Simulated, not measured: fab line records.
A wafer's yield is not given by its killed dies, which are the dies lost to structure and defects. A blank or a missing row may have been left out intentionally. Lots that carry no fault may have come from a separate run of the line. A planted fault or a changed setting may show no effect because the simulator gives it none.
A lot that was struck, set against a sound lot | flow n5-finfet | 15 steps out of a route of 1938
Sound: these wafers, L422.2, L422.3, L422.6. The struck wafers were L435.1, L435.4, L435.5. Last of all comes the cause.
Each step with rows lists, per side, the tool, then ch with its chambers, then its first start. Under that, the readings that differ: sound wafers | struck wafers | difference of the means | sigmas: that difference in standard deviations of wafers without a fault.
alike: readings with means less than 2 such deviations apart, plus words and numbers identical on both sides. not compared: withheld readings, readings lacking a value on some wafer, bounds such as >300 that could conceal the same value, and numbers that have no deviation in the record and whose values overlap.
A row with sigmas, a row that says differs or no value, or rows on one side alone: a step with any of these is where the two part. Numbers that don't overlap but have no deviation are shown without sigmas and don't part them. Lack of a reading on every wafer of one side parts them only where that side has two or more wafers.

N5_BEOL_M10_CURE_72: cures SiCOH lowk, time 120 s.
  sound on uv-cure-03 ch 1, day 11 11:13; struck on uv-cure-01 ch 1, day 14 05:20
  alike: lamp-power-pct, wafer_temp_C_max
N5_BEOL_M10_DEGAS_44: time 60 s.
  struck on pvd-sputter-03, day 14 05:40; sound on pvd-sputter-02, day 11 11:29
  alike: heater-power-w
N5_BEOL_M10_PRE_CLEAN_45: time 30 s.
  struck on pvd-sputter-03, day 14 05:43; sound on pvd-sputter-02, day 11 11:32
  alike: heater-power-w
then, 5 steps without rows for these wafers: N5_BEOL_M10_ALD_74 (deposits TaN, target thk 2 nm, pulse time 2 s, purge time 3 s); N5_BEOL_M10_SURFACE_TREAT_76; N5_BEOL_M10_CVD_75 (deposits Co from CCTBA/H2, target thk 2 nm, time 138.9 s); N5_BEOL_M10_SPUTTER_48 (material Cu, target thk 12 nm, time 2 s); N5_BEOL_M10_ECD_50 (material Cu, target thk 318 nm).
N5_BEOL_M10_ANNEAL_51: time 90 s.
  sound on rtp-anneal-02 ch 0, day 11 12:32; struck on rtp-anneal-01 ch 0, day 14 06:59
  alike: anneal-temp-c, wafer_temp_C_max
N5_BEOL_M10_CMP_52: polishes, stops on SiCOH lowk, t overpolish 7 s, target thk 140 nm.
  sound on cmp-01 ch 0,2,3, day 11 12:47; struck on cmp-03 ch 2,3, day 14 07:33
  alike: barrier-field-endpoint-s, motor-current-A, overpolish-run-s, time-to-endpoint-s
  not compared: pad-life-wafers
N5_BEOL_M10_THK_MEAS_53: measures by xrf.
  struck on film-metro-02, day 14 07:50; sound on film-metro-02, day 11 13:05
  alike: M10_THK
then, 1 step without rows for these wafers: N5_BEOL_M10_PRE_CLEAN_55 (time 15 s).
N5_BEOL_M10_DEP_56: deposits SiCN from 3MS/NH3, target thk 15 nm, time 26.5 s.
  sound on pecvd-01 ch 0,1,2, day 11 13:09; struck on pecvd-01 ch 0,1,2, day 14 07:54
  reading                                   | sound    | struck         | difference | sigmas
  model.SiCN_of_BEOL_M10_DEP_56.thk-nm (nm) | 15 15 15 | 11.4 11.6 11.4 | -3.5       |
  alike: showerhead-plenum-p-Torr, throttle-valve-pct
N5_BEOL_M10_RS_MEAS_57: the measuring method here is four-point-probe.
  struck on film-metro-02, day 14 07:59; sound on film-metro-02, day 11 13:13
  alike: M10_RS
-- the record jumps here: 2 days lie between the struck wafers' starts before and after (it left off in module BEOL_M10 and takes up again in module PASSIVATION, whose first step shown is number 1936 of the route) --
N5_PASSIVATION_PROBE_49:
  struck on prober-01, day 16 19:05; sound on prober-01, day 13 09:22
  alike: defect-limited-yield, killed_at_M0_to_M3, killed_at_M4_up, killed-at-contacts, killed-at-front-end, killed-at-other, killed-dies, killed-open, killed-short, sort_bin_5_function, sort_bin_6_memory, sort-n-pass, sort-yield-pct

WHERE THEY PART
Nowhere in this record.

WHY: whatever the simulator had introduced
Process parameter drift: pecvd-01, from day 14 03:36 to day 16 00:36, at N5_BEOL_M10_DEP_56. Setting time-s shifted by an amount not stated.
